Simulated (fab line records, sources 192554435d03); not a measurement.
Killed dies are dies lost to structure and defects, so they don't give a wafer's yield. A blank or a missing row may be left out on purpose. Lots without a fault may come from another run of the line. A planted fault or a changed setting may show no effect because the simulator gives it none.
Split-lot experiment | flow n5_finfet | 7 lots, 21 wafers read, on a route of 1938 steps

THE SPLIT
At N5_BEOL_M9_COAT_05 (resist thk 90 nm), the setting spin_rpm was moved away from the recipe's 1500 rpm on 4 of the 21 wafers read, by -10.8% to -7.4%. The other wafers ran this setting at the recipe's value.

The reading is taken at the split's own step.

THE READING
CAR-ArF_of_BEOL_M9_COAT_05.thk_nm (the simulator's own value, which no gauge read), in nm, at N5_BEOL_M9_COAT_05 (resist thk 90 nm). The file gives no usual value for it. The 17 wafers here that ran the recipe average 90.0 nm, standard deviation 0.22 nm.

wafer  | tool, chamber at the split | spin_rpm as run, rpm | against the recipe | CAR-ArF_of_BEOL_M9_COAT_05.thk_nm, nm | against lot-mates on the recipe
L075.2 | litho_track-02, 0          | 1500                 | recipe             | 90.2                                  | -
L075.3 | litho_track-02, 0          | 1500                 | recipe             | 90                                    | -
L075.6 | litho_track-02, 0          | 1500                 | recipe             | 89.8                                  | -
L079.2 | litho_track-05, 0          | 1500                 | recipe             | 90                                    | -
L079.5 | litho_track-05, 0          | 1500                 | recipe             | 89.8                                  | -
L079.6 | litho_track-05, 0          | 1500                 | recipe             | 89.4                                  | -
L078.2 | litho_track-03, 0          | 1500                 | recipe             | 90                                    | -
L078.3 | litho_track-03, 0          | 1500                 | recipe             | 89.8                                  | -
L078.6 | litho_track-03, 0          | 1500                 | recipe             | 90.2                                  | -
L083.1 | litho_track-05, 0          | 1500                 | recipe             | 89.8                                  | -
L083.4 | litho_track-05, 0          | 1500                 | recipe             | 89.8                                  | -
L083.6 | litho_track-05, 0          | 1500                 | recipe             | 89.8                                  | -
L082.1 | litho_track-05, 0          | 1338                 | -10.8%             | 95.2                                  | +5.0
L082.5 | litho_track-05, 0          | 1338                 | -10.8%             | 95.6                                  | +5.4
L082.6 | litho_track-05, 0          | 1500                 | recipe             | 90.2                                  | -
L087.1 | litho_track-03, 0          | 1500                 | recipe             | 90.2                                  | -
L087.4 | litho_track-03, 0          | 1500                 | recipe             | 90.2                                  | -
L087.5 | litho_track-03, 0          | 1386                 | -7.6%              | 93.8                                  | +3.6
L088.2 | litho_track-03, 0          | 1500                 | recipe             | 90                                    | -
L088.5 | litho_track-03, 0          | 1500                 | recipe             | 90.2                                  | -
L088.6 | litho_track-03, 0          | 1389                 | -7.4%              | 93.4                                  | +3.3

THE FIT
A straight line over all 21 wafers: CAR-ArF_of_BEOL_M9_COAT_05.thk_nm changes by -0.498 nm for each +1% of spin_rpm; r = -0.99; the points scatter about the line by 0.23 nm.
The same after taking each lot's own level away (the mean of its wafers on the recipe; 21 wafers): -0.475 nm for each +1%; r = -1.00; scatter 0.16 nm.
On that fit, the largest move of spin_rpm shifts the reading by 5.1 nm.
The lots' own levels span 89.73 to 90.20 nm, that is 2.1 times the standard deviation above.
So the lot-to-lot level changes the slope little: the two slopes agree.
Check: with one of the wafers moved furthest among these (-10.8%) left out of the fit, the line predicts +5.19 nm for it against its lot-mates. It came out at +5 nm against them.

OTHER SPLITS ON THESE WAFERS
These wafers also went through other splits before the reading. Each is held against what the fit with the lots' levels taken away leaves over:
other split on the same wafers | wafers away from the commonest value | r with CAR-ArF_of_BEOL_M9_COAT_05.thk_nm (lot level and that fit taken away)
N5_BEOL_M8_ILD_DEP_00 time_s   | 7                                    | +0.21
N5_BEOL_M9_ILD_DEP_00 time_s   | 6                                    | -0.25

THE FILE'S OWN FIT
CAR-ArF_of_BEOL_M9_COAT_05.thk_nm changes by -0.471 nm for each +1% of spin_rpm, r = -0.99.
